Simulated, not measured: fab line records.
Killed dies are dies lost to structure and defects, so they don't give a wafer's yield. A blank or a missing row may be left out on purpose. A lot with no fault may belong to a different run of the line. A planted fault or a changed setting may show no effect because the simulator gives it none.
Matching of chambers	flow n5 finfet	N5_BEOL_M3_ILD_DEP_00 on pecvd-04 has 3 sister chambers
The step deposits SiOC from DEMS/O2, target thk 79 nm, time 15.3 s. 6 wafers are shown with their chamber, then 8 later ones without.

WAFERS WITH THEIR CHAMBER
wafer	chamber	throttle valve pct (%)	showerhead plenum p Torr (Torr)
L088.4	1	12.1	5.691
L088.5	0	11.0	5.696
L089.2	2	11.0	5.685
L089.4	1	12.1	5.702
L089.5	2	11.4	5.678
L091.2	0	11.4	5.700

WAFERS WITH NO CHAMBER GIVEN
wafer	throttle valve pct (%)	showerhead plenum p Torr (Torr)
L091.4	11.0	5.707
L091.5	11.3	5.677
L093.2	11.2	5.691
L093.3	12.5	5.702
L093.4	12.3	5.709
L096.1	11.0	5.692
L096.2	11.0	5.689
L096.6	11.0	5.698

EACH ONE'S CHAMBER
wafer	from the rows above	in truth
L091.4	0	0
L091.5	2	2
L093.2	can't be placed: 0 or 2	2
L093.3	1	1
L093.4	1	1
L096.1	can't be placed: 0 or 2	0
L096.2	can't be placed: 2 or 0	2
L096.6	0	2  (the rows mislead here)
Correct placement for 4 of the 8. Can't be placed from these rows: 3 (the true chamber is among the candidates in 3). Placed wrongly: 1.
How it was worked out, from the rows above alone: a wafer's distance from a chamber is the root of the sum, over the readings, of the square of ((its reading less the chamber's mean) divided by the reading's scatter). The wafer belongs to the nearest chamber; if the next one is less than 2 further off, it can't be placed. Each chamber's mean is taken over the wafers shown for it. The scatter is the square root of a quotient: the sum, over the shown wafers, of each reading's squared deviation from its chamber's mean, divided by wafers minus chambers.
